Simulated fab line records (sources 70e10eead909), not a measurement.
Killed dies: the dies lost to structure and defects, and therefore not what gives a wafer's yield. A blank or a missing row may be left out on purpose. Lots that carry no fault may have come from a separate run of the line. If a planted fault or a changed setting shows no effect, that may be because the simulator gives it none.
Matching of chambers ; flow nandHarc ; NHARC_P_M2_DESCUM_14 on rieDiel-13: 4 sister chambers
The step chemistry O2, time 3 s. 8 wafers are shown with their chamber, then 12 later ones without.

== WAFERS PAIRED WITH THEIR CHAMBERS ==
wafer;chamber;drypumpMotorCurrentA (A);rfVppV (V)
L087.4;1;5.9;58.1
L085.3;2;6.0;58.7
L089.4;1;5.9;58.8
L088.4;3;6.1;57.6
L088.5;2;6.0;58.1
L092.2;3;6.0;57.6
L092.3;0;6.7;59.1
L092.6;0;6.7;58.5

== WAFERS WHOSE CHAMBER IS MISSING ==
wafer;drypumpMotorCurrentA (A);rfVppV (V)
L091.2;6.1;58.4
L091.4;6.8;58.8
L091.6;6.7;58.2
L093.2;6.8;59.0
L093.3;6.1;59.5
L093.4;5.8;57.2
L095.2;6.0;57.6
L095.5;5.9;58.1
L095.6;6.0;57.4
L097.3;6.0;56.8
L097.4;6.8;60.2
L097.6;6.1;56.8

== EACH ONE'S CHAMBER ==
wafer;from the rows above;in truth
L091.2;can't be placed: 3 or 2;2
L091.4;0;0
L091.6;0;0
L093.2;0;0
L093.3;can't be placed: 2 or 3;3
L093.4;1;1
L095.2;can't be placed: 3 or 2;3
L095.5;1;1
L095.6;can't be placed: 3 or 2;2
L097.3;can't be placed: 3 or 2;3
L097.4;0;0
L097.6;3;3
Correctly placed: 7 of 12. Can't be placed from these rows: 5 (the true chamber is among the candidates in 5). 0 placed wrongly.
How it was worked out, from the rows above alone: a wafer's distance from a chamber is the root of the sum, over the readings, of the square of ((its reading less the chamber's mean) divided by the reading's scatter). If the next closest chamber is less than 2 further off than the closest, the wafer can't be placed; otherwise it belongs to the closest. The mean given for a chamber averages the wafers shown for that chamber. How the scatter is found: for the shown wafers, subtract from each reading the mean of its chamber, square and add these, divide the total by (wafers less chambers), then take the root.
